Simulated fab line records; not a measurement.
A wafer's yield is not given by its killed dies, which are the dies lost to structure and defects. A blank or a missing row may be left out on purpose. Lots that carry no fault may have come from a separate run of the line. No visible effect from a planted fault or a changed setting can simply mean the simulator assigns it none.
Lot-split experiment | flow n5Finfet | 21 wafers read from 7 lots, route of 1938 steps

== THE SPLIT ==
At N5_SD_EPI_N_PEB_07 (peb time 60 s), the setting pebTimeS was moved away from the recipe's 60 s on 7 of the 21 wafers read, by -13.6% to +14.9%. All remaining wafers had this setting at the recipe value.

== FROM SPLIT TO READING: 1 step shown by the file between the two ==
- N5_SD_EPI_N_DEVELOP_08: develop time 30 s

== THE READING ==
At N5_SD_EPI_N_CD_MEAS_09: cdNm in nanometres, against a target cd of 120 nm. On this fab line, fault-free wafers typically give 120.2 nm with a standard deviation of 0.75 nm.

wafer  | tool, chamber at the split | pebTimeS as run, s | against the recipe | cdNm, nm | against lot-mates on the recipe
L074.1 | lithoTrack-04, 0           | 66.66              | +11.1%             | 123.3    | +3.1
L074.2 | lithoTrack-04, 0           | 60                 | recipe             | 120.6    | -
L074.4 | lithoTrack-04, 0           | 60                 | recipe             | 119.7    | -
L076.1 | lithoTrack-03, 0           | 60                 | recipe             | 120.0    | -
L076.3 | lithoTrack-03, 0           | 68.95              | +14.9%             | 124.3    | +4.3
L076.4 | lithoTrack-03, 0           | 68.95              | +14.9%             | 123.9    | +3.9
L078.2 | lithoTrack-03, 0           | 60                 | recipe             | 120.0    | -
L078.3 | lithoTrack-03, 0           | 60                 | recipe             | 119.8    | -
L078.4 | lithoTrack-03, 0           | 51.81              | -13.6%             | 113.8    | -6.1
L082.3 | lithoTrack-04, 0           | 60                 | recipe             | 120.2    | -
L082.5 | lithoTrack-04, 0           | 60                 | recipe             | 120.7    | -
L082.6 | lithoTrack-04, 0           | 55.26              | -7.9%              | 117.7    | -2.8
L089.1 | lithoTrack-04, 0           | 60                 | recipe             | 119.7    | -
L089.2 | lithoTrack-04, 0           | 66.58              | +11.0%             | 123.3    | +3.7
L089.5 | lithoTrack-04, 0           | 60                 | recipe             | 119.5    | -
L090.1 | lithoTrack-03, 0           | 60                 | recipe             | 121.4    | -
L090.4 | lithoTrack-03, 0           | 60                 | recipe             | 121.5    | -
L090.6 | lithoTrack-03, 0           | 60                 | recipe             | 120.7    | -
L094.2 | lithoTrack-05, 0           | 64.37              | +7.3%              | 122.9    | +3.1
L094.4 | lithoTrack-05, 0           | 60                 | recipe             | 119.3    | -
L094.5 | lithoTrack-05, 0           | 60                 | recipe             | 120.4    | -

FIT RESULTS
A straight line over all 21 wafers: cdNm changes by +0.321 nm for each +1% of pebTimeS; r = +0.94; the points scatter about the line by 0.78 nm.
The same after taking each lot's own level away (the mean of its wafers on the recipe; 21 wafers): +0.334 nm for each +1%; r = +0.97; scatter 0.55 nm.
According to that fit, moving pebTimeS by its largest amount changes the reading by 5 nm.
The span of the lots' own levels, 119.60 to 121.20 nm, comes to 2.1 times the standard deviation stated above.
Consequently the slope shifts little with the lot-to-lot level, the two slopes agreeing.
Check: +4.99 nm against its lot-mates is what the line predicts for one of the wafers moved furthest among these (+14.9%) when that wafer is left out of the fit. Against them it came out at +4.3 nm.

== OTHER SPLITS APPLIED TO THESE WAFERS ==
These wafers also went through other splits before the reading. Each is held against what the fit with the lots' levels taken away leaves over:
other split on the same wafers        | wafers away from the commonest value | r with cdNm (lot level and that fit taken away)
N5_ZERO_LAYER_EXPOSE_08 doseMj        | 8                                    | -0.23
N5_ZERO_LAYER_DEVELOP_10 developTimeS | 1                                    | +0.30
N5_WELL_APT_COAT_02 spinRpm           | 8                                    | +0.09
N5_WELL_APT_PEB_06 pebTimeS           | 5                                    | +0.06
N5_FIN_SAQP_PEB_14 pebTimeS           | 6                                    | +0.14
N5_FIN_SAQP_DEVELOP_15 developTimeS   | 8                                    | +0.23
N5_FIN_SAQP_ETCH_69 targetDepthA      | 12                                   | -0.43
N5_SD_EPI_N_COAT_32 spinRpm           | 8                                    | +0.17

== THE WHOLE CHAIN: every reading that the file lists as answering this split, in the file's order ==
step                    | what it does                                                | reading                                                        | change (the file's fit)               | r (the file's)
N5_SD_EPI_N_CD_MEAS_09  | target cd 120 nm                                            | cdNm                                                           | +0.345 nm for each +1% of the setting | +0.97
N5_SD_EPI_N_DESCUM_14   | chemistry O2, time 7.9 s                                    | SD_EPI_N.cdNm (the simulator's own value, which no gauge read) | +0.34 nm for each +1% of the setting  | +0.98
N5_SD_EPI_N_ETCH_34     | etches SiARC in CF4, target depth 45.5 nm, time 75.8 s      | SD_EPI_N.cdNm (the simulator's own value, which no gauge read) | +0.326 nm for each +1% of the setting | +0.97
N5_SD_EPI_N_ETCHBACK_44 | etches SiNx in CH3F/O2, stops on SiO2, target depth 14.5 nm | SD_EPI_N.cdNm (the simulator's own value, which no gauge read) | +0.324 nm for each +1% of the setting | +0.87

== FILE'S OWN FIT ==
cdNm changes by +0.345 nm for each +1% of pebTimeS, r = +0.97.
